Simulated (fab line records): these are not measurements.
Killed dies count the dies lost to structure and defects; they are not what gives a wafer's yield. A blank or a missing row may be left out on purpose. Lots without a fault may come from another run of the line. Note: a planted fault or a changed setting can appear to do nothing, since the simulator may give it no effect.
Matching of chambers ; flow nand_harc ; 4 sister chambers for NHARC_A_BLC_STRIP_29 on rie_diel-07
The step strips in CF4. 8 wafers are shown with their chamber, then 9 later ones without.

## WAFERS PAIRED WITH THEIR CHAMBERS
wafer;chamber;showerhead_plenum_p_Torr (Torr);drypump_motor_current_A (A)
L080.1;1;1.75;6.2
L080.2;2;1.85;5.4
L080.4;3;1.78;5.6
L082.2;1;1.74;6.2
L082.4;2;1.85;5.4
L089.1;0;1.82;5.5
L089.2;3;1.78;5.7
L089.5;0;1.82;5.5

## WAFERS WITHOUT THEIR CHAMBER
wafer;showerhead_plenum_p_Torr (Torr);drypump_motor_current_A (A)
L091.1;1.74;6.2
L091.3;1.78;5.6
L091.6;1.85;5.4
L094.1;1.78;5.6
L094.2;1.85;5.4
L094.6;1.85;5.3
L097.1;1.85;5.4
L097.3;1.82;5.5
L097.6;1.85;5.4

## CHAMBER TAKEN BY EACH
wafer;from the rows above;in truth
L091.1;1;1
L091.3;3;3
L091.6;2;2
L094.1;3;3
L094.2;2;2
L094.6;2;2
L097.1;2;2
L097.3;0;0
L097.6;2;2
Correct placement for 9 of the 9. Number that these rows cannot place: 0. Placed wrongly: 0.
How it was worked out, from the rows above alone: a wafer's distance from a chamber is the root of the sum, over the readings, of the square of ((its reading less the chamber's mean) divided by the reading's scatter). The wafer belongs to the nearest chamber; if the next one is less than 2 further off, it can't be placed. For every chamber, the mean is computed from those of its wafers that are shown. The scatter: take each reading less its chamber's mean, square it, sum over the shown wafers, divide by the number of wafers less the number of chambers, and take the root.
